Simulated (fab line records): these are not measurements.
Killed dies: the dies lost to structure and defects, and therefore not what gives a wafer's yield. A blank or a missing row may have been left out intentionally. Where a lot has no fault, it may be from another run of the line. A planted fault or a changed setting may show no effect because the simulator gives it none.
Chamber matching	flow n5Finfet	N5_BEOL_M5_ETCH_75 on rieDiel-03: 4 sister chambers
The step etches underlayer in N2/H2, target depth 6.5 nm, time 5.2 s. 4 wafers are shown with their chamber, then 8 later ones without.

== WAFERS WITH THEIR CHAMBER ==
wafer	chamber	throttleValvePct (%)
L081.6	3	18.59
L083.2	1	18.24
L083.6	0	18.09
L094.2	2	18.19

== WAFERS WITH NO CHAMBER GIVEN ==
wafer	throttleValvePct (%)
L094.3	18.27
L094.4	18.27
L097.1	18.19
L097.2	18.22
L097.3	18.17
L097.4	17.85
L097.5	17.86
L097.6	18.16

== THE CHAMBER EACH PASSED THROUGH ==
wafer	from the rows above	in truth
L094.3	can't be placed: 1 or 2 or 0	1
L094.4	can't be placed: 1 or 2 or 0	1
L097.1	can't be placed: 2 or 1 or 0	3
L097.2	can't be placed: 1 or 2 or 0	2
L097.3	can't be placed: 2 or 1 or 0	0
L097.4	can't be placed: 0 or 2 or 1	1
L097.5	can't be placed: 0 or 2 or 1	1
L097.6	can't be placed: 2 or 0 or 1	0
0 of 8 placed correctly. Can't be placed from these rows: 8 (the true chamber is among the candidates in 7). Wrongly placed: 0.
How it was worked out, from the rows above alone: a wafer's distance from a chamber is the root of the sum, over the readings, of the square of ((its reading less the chamber's mean) divided by the reading's scatter). If the next closest chamber is less than 2 further off than the closest, the wafer can't be placed; otherwise it belongs to the closest. The mean given for a chamber averages the wafers shown for that chamber. The scatter: root of mean squared gap, hidden wafer to nearest shown wafer, with one shown wafer a chamber.
